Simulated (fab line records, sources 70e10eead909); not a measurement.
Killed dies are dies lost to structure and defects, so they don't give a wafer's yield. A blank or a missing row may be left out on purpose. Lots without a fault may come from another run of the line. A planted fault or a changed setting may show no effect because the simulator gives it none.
fab line records | flow nand_harc
record lots=13 wafers=39 last_day=33
route steps=1302 shown A_BONDPAD@1227 THIN_TSV@1246 END@1302
lots that met no fault: from a run of the same line without faults
start_h: hours from the record's first day to the start of the lot's first wafer shown | wait_h: hours since the lot's step before | " the same as in the row above | L1.1+2: a row that stands for several wafers | - no value, or no start given | * or withheld: withheld | < > ~ a bound
route shown NAME@n: a module of which the file shows steps, and the number in the route of the first | usual: mean/standard deviation of fault-free wafers | same: alike in all rows | chamber/n: place in a boat | sites: the reading at each site | _std_site: their standard deviation | _edge_site: outer sites' mean less inner sites' | radius_mm: how far each site lies from the wafer's centre | mask NAME#n: copy n | behind: the tool/chamber that last shaped the wafer | hold: why the lot was held/for how many hours/how that ended | device: the transistor (n, p or np) that didn't switch | end of line: the same wafers' tests at the end of the route | a step without rows: its recipe alone | killed: dies lost to structure and defects at the first sort, not the wafer's yield | map: a wafer's dies, x killed, . not, _ none there
set.NAME: the setting as run; set.NAME@STEP: as run at that earlier step | model.NAME: the simulator's own value behind a step, which no gauge read
steps of the route over a sample of lots; a table a step, a row a wafer
services: from which hour (start_h, from the record's first day; less than 0 if before it) a tool's chamber was out of use, for how many hours, and why
## steps
# step NHARC_A_BONDPAD_PVD_17
# recipe target_thk_a=50 bias_v=168.6 power_w=15000 chamber_pressure_pa=0.12 time_s=8.06 substrate_temp_c=50 material=TaN
# usual throttle_valve_pct=29.4/0.98
# columns lot.wafer tool chamber start_h wait_h throttle_valve_pct
L625.3 pvd_sputter-01 - - - 28.2
L625.2 " - " " 30.3
L625.5 " - " " 28.4
L626.2 pvd_sputter-01 - - - 30.0
L626.3 " - " " 28.2
L626.5 " - " " 31.2
L627.3 pvd_sputter-02 - - - 29.6
L627.6 " - " " 29.5
L627.5 " - " " 30.1
L628.2 pvd_sputter-01 - - - 31.2
L628.4 " - " " 30.2
L628.6 " - " " 28.5
L630.2 pvd_sputter-03 - - - 28.5
L630.5 " - " " 29.3
L630.6 " - " " 28.0
L629.4 pvd_sputter-01 - - - 28.4
L629.3 " - " " 31.1
L629.5 " - " " 28.0
L632.4 pvd_sputter-01 - - - 29.6
L632.2 " - " " 28.8
L632.6 " - " " 29.2
L637.4 pvd_sputter-02 - - - 29.3
L637.6 " - " " 29.4
L637.5 " - " " 28.7
L641.4 pvd_sputter-02 - - - 29.0
L641.5 " - " " 29.2
L641.6 " - " " 28.9
L643.3 pvd_sputter-01 - - - 30.9
L643.4 " - " " 29.4
L643.5 " - " " 29.4
L645.1 pvd_sputter-02 - - - 28.7
L645.3 " - " " 29.1
L645.6 " - " " 28.8
L646.4 pvd_sputter-01 - - - 30.9
L646.1 " - " " 29.8
L646.5 " - " " 31.1
L647.2 pvd_sputter-02 - - - 29.0
L647.4 " - " " 29.1
L647.5 " - " " 28.8
# step NHARC_THIN_TSV_THK_MEAS_02
# recipe thk_meas_gauge=ir
# usual thk_nm=3083/250
# columns lot.wafer tool chamber start_h wait_h thk_nm
L625.2 film_metro-02 - 541.07 0.2 3487
L625.3 " - " " 3201
L625.5 " - " " 2983
L626.2 film_metro-02 - 546.43 0.2 2600
L626.3 " - " " 2984
L626.5 " - " " 3177
L627.3 film_metro-01 - 556.91 - 3002
L627.5 " - " " 2793
L627.6 " - " " 2687
L630.2 film_metro-01 - 585.20 - 3438
L630.5 " - " " 3465
L630.6 " - " " 3662
L628.2 film_metro-02 - 586.41 - 2813
L628.4 " - " " 3136
L628.6 " - " " 2919
L629.3 film_metro-02 - 591.76 0.2 3182
L629.4 " - " " 3365
L629.5 " - " " 3327
L632.2 film_metro-01 - 629.42 - 3148
L632.4 " - " " 3229
L632.6 " - " " 2755
L637.4 film_metro-02 - 660.09 0.2 2803
L637.5 " - " " 2940
L637.6 " - " " 3039
L641.4 film_metro-01 - 704.66 - 2385
L641.5 " - " " 3140
L641.6 " - " " 3096
L643.3 film_metro-01 - 723.16 - 2789
L643.4 " - " " 2934
L643.5 " - " " 3051
L645.1 film_metro-02 - 745.48 - 2919
L645.3 " - " " 3027
L645.6 " - " " 3045
L646.1 film_metro-02 - 754.90 0.2 3011
L646.4 " - " " 3197
L646.5 " - " " 2827
L647.2 film_metro-01 - 769.38 0.2 3154
L647.4 " - " " 3024
L647.5 " - " " 3286
# step NHARC_THIN_TSV_DEGAS_49
# recipe temp_c=300 time_s=120
# usual heater_power_w=461/50
# columns lot.wafer tool chamber start_h wait_h heater_power_w
L625.2 pvd_sputter-01 - 544.77 0.1 439
L625.3 " - " " 445
L625.5 " - " " 442
L626.2 pvd_sputter-02 - 550.24 0.1 372
L626.3 " - " " 472
L626.5 " - " " 497
L627.3 pvd_sputter-03 - 560.86 0.1 478
L627.5 " - " " 490
L627.6 " - " " 562
L630.2 pvd_sputter-02 - 589.22 0.1 371
L630.6 " - " " 378
L630.5 " - " " 498
L628.4 pvd_sputter-03 - 590.22 0.1 496
L628.2 " - " " 565
L628.6 " - " " 563
L629.4 pvd_sputter-03 - 595.59 0.1 443
L629.3 " - " " 484
L629.5 " - " " 441
L632.4 pvd_sputter-01 - 633.38 0.1 444
L632.2 " - " " 429
L632.6 " - " " 543
L637.4 pvd_sputter-01 - 663.93 0.1 523
L637.6 " - " " 444
L637.5 " - " " 521
L641.4 pvd_sputter-02 - 708.64 0.1 472
L641.5 " - " " 393
L641.6 " - " " 461
L643.4 pvd_sputter-03 - 726.97 0.1 572
L643.3 " - " " 508
L643.5 " - " " 440
L645.3 pvd_sputter-02 - 749.30 0.1 449
L645.1 " - " " 389
L645.6 " - " " 468
L646.1 pvd_sputter-02 - 758.64 0.2 459
L646.4 " - " " 469
L646.5 " - " " 465
L647.4 pvd_sputter-02 - 773.29 0.1 477
L647.2 " - " " 449
L647.5 " - " " 451
# step NHARC_THIN_TSV_ECD_20
# recipe target_thk_a=20000 material=Cu
# columns lot.wafer tool chamber start_h wait_h
L625.2+3+5 ecd_cu-01 1,1,0 545.32 -
L626.2+3+5 ecd_cu-02 1,1,0 550.80 -
L627.3+5+6 ecd_cu-01 1,1,0 561.52 -
L630.2+6+5 ecd_cu-02 0,0,1 589.68 -
L628.2+4+6 ecd_cu-01 0,0,1 590.78 -
L628.2+4+6 ecd_cu-01 0,0,1 591.64 0.8
L629.3+4+5 ecd_cu-02 0,1,0 596.25 -
L632.2+4+6 ecd_cu-02 1 633.82 -
L632.2+4+6 ecd_cu-02 1 634.67 0.8
L637.4+6+5 ecd_cu-01 0,0,1 664.58 -
L637.4+6+5 ecd_cu-01 0,0,1 665.42 0.7
L641.4+5+6 ecd_cu-02 0,1,0 709.39 -
L643.4+3+5 ecd_cu-01 0,1,1 727.63 -
L645.1+3+6 ecd_cu-01 0,0,1 749.76 -
L646.1+4+5 ecd_cu-01 0,1,1 759.09 -
L647.2+4+5 ecd_cu-01 0,1,0 776.73 -
# step NHARC_END_SORT_01
# recipe temp_c=25
# usual defect_limited_yield=91.5/2.9 killed_at_array=53/20 killed_at_other=1/1.2 killed_at_periphery=3.7/2.6 killed_dies=58/20 killed_open=3.5/1.8 killed_short=2.4/1.7 sort_bin_2_pct=3.1/1.3 sort_bin_3_pct=0.6/0.4 sort_bin_4_pct=4.9/1.7 sort_n_pass=619/20 sort_rim_yield_pct=92/4 sort_yield_pct=91.5/2.9
# same gross_dies=677 sort_bin_5_pct[%]=0 sort_bin_6_pct[%]=0 sort_bin_7_pct[%]=0 sort_bin_8_pct[%]=0 sort_rim_n_gross=106.00
# columns lot.wafer tool chamber start_h wait_h defect_limited_yield[%] killed_at_array killed_at_other killed_at_periphery killed_dies killed_open killed_short sort_bin_2_pct[%] sort_bin_3_pct[%] sort_bin_4_pct[%] sort_n_pass sort_rim_yield_pct[%] sort_yield_pct[%]
L632.2 prober-01 0 646.41 2.8 89.5 58 1 12 71 8 5 4.0 1.2 5.3 606 88 89.5
L632.4 prober-01 0 648.00 3.4 91.6 49 1 7 57 7 1 3.0 0.4 5.0 620 87 91.6
L632.6 prober-01 0 649.60 4.0 93.5 38 2 4 44 4 3 2.2 0.4 3.8 633 90 93.5
L637.4 prober-01 0 678.59 3.4 87.9 77 0 5 82 2 5 5.5 1.3 5.3 595 91 87.9
L637.5 prober-01 0 679.38 3.7 89.2 62 4 7 73 1 5 4.7 0.7 5.3 604 89 89.2
L637.6 prober-01 0 680.17 4.0 85.8 91 0 5 96 6 3 5.3 0.9 8.0 581 92 85.8
L641.4 prober-02 0 726.52 3.4 92.6 44 1 5 50 3 3 2.1 1.2 4.1 627 89 92.6
L641.5 prober-02 0 727.31 3.7 93.9 34 1 6 41 4 2 3.0 0.3 2.8 636 95 93.9
L641.6 prober-02 0 728.11 4.0 94.2 35 1 3 39 5 2 1.9 0.1 3.7 638 89 94.2
L646.1 prober-02 0 773.38 2.5 94.4 25 6 7 38 5 2 1.6 0.4 3.5 639 98 94.4
L646.4 prober-02 0 775.78 3.4 94.7 32 0 4 36 7 0 1.3 0.4 3.5 641 96 94.7
L646.5 prober-02 0 776.58 3.7 94.8 25 1 9 35 3 5 1.5 0.1 3.5 642 94 94.8
# killed by level:class
L632.2 A_SLIT:chamber_film_flake=24 A_CHANNEL_HOLE_D2:chamber_film_flake=12 P_STI:chamber_film_flake=5 A_CHANNEL_HOLE_D1:chamber_film_flake=4 A_CHANNEL_FILL_D2:chamber_film_flake=4 P_M2:chamber_film_flake=3 P_CONTACT:geometric_particle:open=2 A_WL_FILL:geometric_particle:open=2
L632.4 A_SLIT:chamber_film_flake=17 A_CHANNEL_HOLE_D2:chamber_film_flake=17 P_M2:chamber_film_flake=3 A_STAIRCASE:chamber_film_flake=3 A_WL_FILL:chamber_film_flake=3 A_CONTACT:chamber_film_flake=3 A_CHANNEL_FILL_D1:geometric_particle:open=2 P_STI:chamber_film_flake=2
L632.6 A_SLIT:chamber_film_flake=15 A_CHANNEL_HOLE_D2:chamber_film_flake=10 A_WL_FILL:chamber_film_flake=4 A_CONTACT:chamber_film_flake=2 P_CONTACT:geometric_particle:open=1 A_DECK1_JOINT:geometric_particle:short=1 A_DECK1_JOINT:geometric_particle:open=1 A_ONON_D2:geometric_particle:open=1
L637.4 A_CHANNEL_HOLE_D1:chamber_film_flake=32 A_SLIT:chamber_film_flake=18 A_STAIRCASE:chamber_film_flake=4 A_CONTACT:chamber_film_flake=4 A_CHANNEL_HOLE_D2:chamber_film_flake=3 A_WL_FILL:chamber_film_flake=3 A_CHANNEL_FILL_D2:geometric_particle:short=2 P_BONDPAD:chamber_film_flake=2
L637.5 A_CHANNEL_HOLE_D1:chamber_film_flake=28 A_SLIT:chamber_film_flake=11 A_CONTACT:chamber_film_flake=7 A_BLC:chamber_film_flake=4 THIN_TSV:chamber_film_flake=4 P_BONDPAD:chamber_film_flake=3 A_STAIRCASE:chamber_film_flake=3 A_M1:geometric_particle:short=2
L637.6 A_CHANNEL_HOLE_D1:chamber_film_flake=34 A_SLIT:chamber_film_flake=27 A_STAIRCASE:chamber_film_flake=6 A_CONTACT:chamber_film_flake=6 A_SGD_CUT:chamber_film_flake=4 A_BLC:chamber_film_flake=3 A_BLC:geometric_particle:open=2 P_M0:chamber_film_flake=2
L641.4 A_CHANNEL_HOLE_D1:chamber_film_flake=13 A_CHANNEL_HOLE_D2:chamber_film_flake=10 A_CONTACT:chamber_film_flake=6 A_SLIT:chamber_film_flake=5 P_M1:chamber_film_flake=3 A_CHANNEL_FILL_D2:chamber_film_flake=3 P_M0:geometric_particle:short=1 A_CONTACT:geometric_particle:open=1
L641.5 A_CHANNEL_HOLE_D2:chamber_film_flake=20 A_SLIT:chamber_film_flake=5 A_CHANNEL_HOLE_D1:chamber_film_flake=4 P_GATE:geometric_particle:open=1 P_CONTACT:geometric_particle:open=1 P_M1:geometric_particle:open=1 A_DECK1_JOINT:geometric_particle:open=1 A_CHANNEL_HOLE_D2:geometric_particle:short=1
L641.6 A_CHANNEL_HOLE_D2:chamber_film_flake=12 A_CONTACT:chamber_film_flake=6 A_CHANNEL_HOLE_D1:chamber_film_flake=5 A_SLIT:chamber_film_flake=4 A_STAIRCASE:chamber_film_flake=2 A_BONDPAD:chamber_film_flake=2 P_GATE:geometric_particle:open=1 P_M0:geometric_particle:short=1
L646.1 A_SLIT:chamber_film_flake=9 A_CONTACT:chamber_film_flake=6 THIN_TSV:chamber_film_flake=5 P_CONTACT:chamber_film_flake=4 P_CONTACT:geometric_particle:open=2 A_CHANNEL_FILL_D2:chamber_film_flake=2 A_ONON_D2:geometric_particle:open=1 A_CHANNEL_HOLE_D2:geometric_particle:short=1
L646.4 A_CONTACT:chamber_film_flake=10 A_SLIT:chamber_film_flake=8 A_CHANNEL_HOLE_D1:chamber_film_flake=5 P_CONTACT:geometric_particle:open=2 P_CONTACT:chamber_film_flake=2 A_STAIRCASE:chamber_film_flake=2 A_DECK1_JOINT:geometric_particle:open=1 A_ONON_D2:geometric_particle:open=1
L646.5 A_CONTACT:chamber_film_flake=9 P_ZERO_WELL:chamber_film_flake=4 P_CONTACT:chamber_film_flake=3 A_STAIRCASE:chamber_film_flake=3 A_M0:geometric_particle:open=2 A_CHANNEL_HOLE_D1:chamber_film_flake=2 A_SLIT:chamber_film_flake=2 P_M1:geometric_particle:short=1
## services
# columns tool chamber start_h hours kind
ecd_cu-01 - 512.00 8.0 pm
pvd_sputter-03 - 526.01 10.0 pm
pvd_sputter-02 - 533.43 6.7 repair
pvd_sputter-03 - 538.64 4.8 repair
pvd_sputter-02 - 572.80 15.3 repair
pvd_sputter-01 - 588.01 10.0 pm
ecd_cu-02 - 596.65 8.0 pm
pvd_sputter-02 - 610.30 15.0 repair
pvd_sputter-03 - 631.29 2.7 repair
pvd_sputter-02 - 638.08 10.0 pm
pvd_sputter-01 - 642.25 21.2 repair
ecd_cu-02 - 681.13 1.1 repair
ecd_cu-01 - 688.00 8.0 pm
pvd_sputter-03 - 704.01 10.0 pm
pvd_sputter-01 - 747.46 3.6 repair
ecd_cu-02 - 752.82 2.5 repair
pvd_sputter-01 - 766.01 10.0 pm
ecd_cu-01 - 768.54 1.1 repair
ecd_cu-02 - 772.65 8.0 pm
ecd_cu-01 - 773.38 2.8 repair
## key
first_sign step=NHARC_THIN_TSV_ECD_20 reading=visit direction=added
effect none on later readings
met_at NHARC_THIN_TSV_ECD_20
struck_lots L628,L632,L637
not_acting_at NHARC_A_BONDPAD_PVD_17,NHARC_THIN_TSV_THK_MEAS_02,NHARC_THIN_TSV_DEGAS_49
fault kind=repeated_step_whole tool=ecd_cu-01,ecd_cu-02 chamber=- onset_h=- steps=NHARC_THIN_TSV_ECD_20 times=1 scope=struck_lots_only
